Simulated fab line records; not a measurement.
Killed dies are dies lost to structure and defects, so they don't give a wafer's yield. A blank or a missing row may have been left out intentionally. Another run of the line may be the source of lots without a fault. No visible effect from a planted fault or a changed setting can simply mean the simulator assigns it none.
Which tool did it? ; flow n5_finfet ; 10 lots, 28 wafers sampled, at 5 steps of a route of 1938

WHAT THE GAUGES SHOWED, per wafer
N5_BEOL_M4_RC_MEAS_101.
lot;measured;on;DIBL_N (mV/V)
L135;day 7 22:12;prober-01;37.0 37.4 37.3
L138;day 9 03:32;prober-01;37.4 37.7
L141;day 10 00:13;prober-01;34.6 32.8
L142;day 10 00:21;prober-02;39.0 37.2 37.3
L143;day 10 05:59;prober-02;39.0 35.2 35.4
L144;day 10 16:44;prober-01;35.7 33.5 34.9
L146;day 11 05:10;prober-02;35.7 38.3 35.8
L148;day 11 13:51;prober-01;36.9 37.8 36.8
L153;day 12 21:56;prober-01;33.6 32.9 31.0
L155;day 14 09:05;prober-01;33.7 33.9 33.8

WHICH TOOL RAN EACH LOT (tool, then ch and the chambers of the sampled wafers, then the start)
lot;N5_DUMMY_GATE_ETCH_37;N5_DUMMY_GATE_HM_OPEN_21;N5_SPACER0_ALD_07;N5_SPACER0_ALD_00
L135;rie_diel-03 ch 1,2, day 3 09:29;rie_diel-04 ch 0,2,3, day 3 10:16;ald_sin-04 ch 0,2,3, day 3 11:04;ald_sin-04 ch 0,2,3, day 3 11:13
L138;rie_diel-05 ch 1,3, day 4 05:44;rie_diel-03 ch 1, day 4 06:15;ald_sin-04 ch 1,3, day 4 07:04;ald_sin-04 ch 1,3, day 4 07:13
L141;rie_diel-03 ch 1,3, day 4 22:09;rie_diel-04 ch 1,2, day 4 22:31;ald_sin-01 ch 1,3, day 4 23:21;ald_sin-01 ch 1,3, day 4 23:30
L142;rie_diel-04 ch 0,1,3, day 5 06:02;rie_diel-05 ch 0,1,3, day 5 06:25;ald_sin-01 ch 2,3, day 5 07:10;ald_sin-01 ch 2,3, day 5 07:19
L143;rie_diel-04 ch 0,1,3, day 5 11:44;rie_diel-05 ch 0,1,3, day 5 12:23;ald_sin-01 ch 0,2,3, day 5 13:04;ald_sin-01 ch 0,2,3, day 5 13:13
L144;rie_diel-04 ch 0,1,3, day 5 20:01;rie_diel-04 ch 0,1,3, day 5 20:23;ald_sin-01 ch 0,1,3, day 5 21:16;ald_sin-01 ch 0,1,3, day 5 21:25
L146;rie_diel-05 ch 0,2,3, day 6 04:06;rie_diel-04 ch 1,2, day 6 04:28;ald_sin-01 ch 0,1, day 6 05:10;ald_sin-01 ch 0,1, day 6 05:19
L148;rie_diel-05 ch 0,3, day 6 17:26;rie_diel-03 ch 2,3, day 6 17:50;ald_sin-04 ch 1,2,3, day 6 18:32;ald_sin-04 ch 1,2,3, day 6 18:41
L153;rie_diel-04 ch 2,3, day 7 23:13;rie_diel-03 ch 0,3, day 7 23:35;ald_sin-01 ch 2,3, day 8 00:16;ald_sin-01 ch 2,3, day 8 00:25
L155;rie_diel-05 ch 1,2,3, day 8 10:15;rie_diel-05 ch 0,2, day 8 10:40;ald_sin-01 ch 0,3, day 8 11:53;ald_sin-01 ch 0,3, day 8 12:02
- N5_DUMMY_GATE_ETCH_37: etches SOC in N2/H2, target depth 60 nm, overetch 30 nm.
- N5_DUMMY_GATE_HM_OPEN_21: chemistry CH3F/O2, target SiNx, target depth 120 nm, time 171.4 s.
- N5_SPACER0_ALD_07: deposits SiNx, target thk 2 nm.
- N5_SPACER0_ALD_00: deposits SiOCN, target thk 3.5 nm, pulse time 3 s, purge time 2 s.

THE ANSWER, worked out from the rows above alone
Rule: what is usual is taken from the lots themselves. The widest of any qualifying gaps counts: lots, ordered by their means at a reading, are off when they make up no more than a third of the lots, leave a main group of 4 or more, and stand apart from it by 3 or more times the standard deviation of that group's means. Not used: any main group whose means are identical at the precision the tables above print for the reading. A lot without any number at a reading at which 4 lots or more have one is off too. All remaining lots with rows at the step are treated as sound.
No lot is off at any reading shown: from this, nothing can be told.

WHAT WAS PUT IN BY THE SIMULATOR
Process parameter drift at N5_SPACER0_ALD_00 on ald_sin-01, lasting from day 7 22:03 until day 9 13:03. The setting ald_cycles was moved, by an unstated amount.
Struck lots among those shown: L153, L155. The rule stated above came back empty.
